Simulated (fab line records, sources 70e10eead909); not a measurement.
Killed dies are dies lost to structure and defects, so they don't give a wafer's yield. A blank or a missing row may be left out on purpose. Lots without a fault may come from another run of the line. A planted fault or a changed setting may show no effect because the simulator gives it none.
Chamber matching | flow nand_harc | NHARC_P_M0_PRE_CLEAN_31 on pecvd-02: 3 sister chambers
The step time 12 s. 3 wafers are shown with their chamber, then 9 later ones without.

WAFERS WITH THEIR CHAMBER
wafer  | chamber | heater_power_w (W)
L084.1 | 1       | 604
L084.2 | 2       | 783
L084.5 | 0       | 536

WAFERS WITHOUT THEIR CHAMBER
wafer  | heater_power_w (W)
L090.2 | 569
L090.3 | 648
L090.6 | 694
L095.1 | 798
L095.4 | 584
L095.6 | 788
L094.1 | 772
L094.4 | 593
L094.6 | 528

WHICH CHAMBER EACH WENT THROUGH
wafer  | from the rows above          | in truth
L090.2 | can't be placed: 0 or 1      | 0
L090.3 | can't be placed: 1 or 0      | 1
L090.6 | can't be placed: 2 or 1 or 0 | 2
L095.1 | 2                            | 2
L095.4 | can't be placed: 1 or 0      | 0
L095.6 | 2                            | 2
L094.1 | 2                            | 2
L094.4 | can't be placed: 1 or 0      | 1
L094.6 | can't be placed: 0 or 1      | 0
Placed correctly: 3 of 9. Can't be placed from these rows: 6 (the true chamber is among the candidates in 6). Placed wrongly: 0.
How it was worked out, from the rows above alone: a wafer's distance from a chamber is the root of the sum, over the readings, of the square of ((its reading less the chamber's mean) divided by the reading's scatter). The wafer belongs to the nearest chamber; if the next one is less than 2 further off, it can't be placed. A chamber's mean is the mean of its shown wafers. The scatter: with one shown wafer a chamber, the root of the mean of the squares of how far each hidden wafer lies from its nearest shown one.
